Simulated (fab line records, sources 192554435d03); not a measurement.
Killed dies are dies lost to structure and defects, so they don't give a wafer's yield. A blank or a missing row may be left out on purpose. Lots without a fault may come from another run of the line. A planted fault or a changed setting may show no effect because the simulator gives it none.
A struck lot beside a sound one | flow n5_finfet | 16 steps out of a route of 1938
Sound: wafers L132.2, L132.3, L132.5. Struck: wafer L139.4. (L139.2, L139.5 of the same lot were not struck and are left out.) The cause comes at the end.
At each step with rows: each side's tool, then ch and its chambers, then its first start. Under that, the readings that differ: sound wafers | struck wafers | difference of the means | sigmas: that difference in standard deviations of wafers without a fault.
alike: readings whose means differ by less than 2 such deviations, and words and numbers that are the same on both sides. not compared: withheld readings, readings that some wafer has no value for, bounds like >300 that may hide the same value, and numbers for which the record gives no deviation and whose values overlap.
The two part at a step that has a row with sigmas, a row that says differs or no value, or rows on one side only. Numbers that don't overlap but have no deviation are shown without sigmas and don't part them. A reading that every wafer of one side lacks parts them only if that side has two wafers or more.

first, 2 steps without rows for these wafers: N5_BEOL_M1_SPUTTER_90 (material Cu, target thk 4.5 nm, time 8.29 s); N5_BEOL_M1_ANNEAL_91 (time 240 s).
N5_BEOL_M1_SPUTTER_92: material Cu, target thk 4.5 nm, time 8.29 s.
  sound on pvd_sputter-01, day 6 16:52; struck on pvd_sputter-01, day 8 06:01
  alike: susceptor_temp_C, throttle_valve_pct
N5_BEOL_M1_ANNEAL_93: time 240 s.
  sound on pvd_sputter-01, day 6 16:57; struck on pvd_sputter-01, day 8 06:06
  alike: heater_power_w, susceptor_temp_C, susceptor_temp_C_max
then, 1 step without rows for these wafers: N5_BEOL_M1_SPUTTER_94 (material Cu, target thk 4.5 nm, time 8.29 s).
N5_BEOL_M1_ANNEAL_95: time 240 s.
  sound on pvd_sputter-01, day 6 17:10; struck on pvd_sputter-01, day 8 06:19
  alike: heater_power_w, susceptor_temp_C, susceptor_temp_C_max
N5_BEOL_M1_SPUTTER_96: material Cu, target thk 4.5 nm, time 8.29 s.
  sound on pvd_sputter-01, day 6 17:19; struck on pvd_sputter-01, day 8 06:28
  alike: susceptor_temp_C, throttle_valve_pct
then, 2 steps without rows for these wafers: N5_BEOL_M1_ECD_50 (material Cu, target thk 300 nm); N5_BEOL_M1_ANNEAL_51 (time 90 s).
N5_BEOL_M1_CMP_52: polishes, stops on SiOC, t overpolish 6.8 s, target thk 40 nm.
  sound on cmp-03 ch 0,1,2, day 6 17:54; struck on cmp-03 ch 3, day 8 06:58
  alike: barrier_field_endpoint_s, motor_current_A, overpolish_run_s, time_to_endpoint_s
N5_BEOL_M1_THK_MEAS_53: measures by xrf.
  sound on film_metro-02, day 6 18:07; struck on film_metro-01, day 8 07:15
  alike: M1_THK
then, 1 step without rows for these wafers: N5_BEOL_M1_PRE_CLEAN_60 (time 15 s).
N5_BEOL_M1_CO_CAP_55: material Co, precursor CCTBA/H2, target thk 2 nm, time 102.1 s.
  sound on cvd_co-01 ch 0, day 6 18:13; struck on cvd_co-02 ch 0, day 8 07:20
  reading                                   | sound             | struck | difference | sigmas
  run_length_s (s)                          | 124.8 125.4 124.3 | 198.1  | +73.3      | +99 or more
  model.Co_of_BEOL_M1_CO_CAP_55.thk_nm (nm) | 1.8 2 1.8         | 3.6    | +1.7       |
  alike: heater_power_outer_w, heater_power_w, susceptor_temp_C
then, 1 step without rows for these wafers: N5_BEOL_M1_PRE_CLEAN_56 (time 15 s).
-- the record jumps here: 3 days lie between the struck wafers' starts before and after (it left off in module BEOL_M1 and takes up again in module BEOL_M4, whose first step shown is number 1111 of the route) --
N5_BEOL_M4_RC_MEAS_101:
  sound on prober-02 ch 0, day 9 15:51; struck on prober-01 ch 0, day 11 00:51
  reading       | sound          | struck | difference | sigmas
  SS_N (mV/dec) | 72.0 69.9 70.3 | 72.5   | +1.8       | +3
  alike: DIBL_N, DIBL_P, IOFF_N, IOFF_P, ION_N, ION_P, SS_P, VT_N, VT_P
then, 1 step without rows for these wafers: N5_PASSIVATION_PROBE_49.

WHERE THEY PART
First at N5_BEOL_M1_CO_CAP_55; last, within this record, at N5_BEOL_M4_RC_MEAS_101.

WHY: what the simulator had put in
Process parameter drift: cvd_co-02, from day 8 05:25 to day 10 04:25, at N5_BEOL_M1_CO_CAP_55. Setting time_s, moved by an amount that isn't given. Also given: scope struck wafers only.
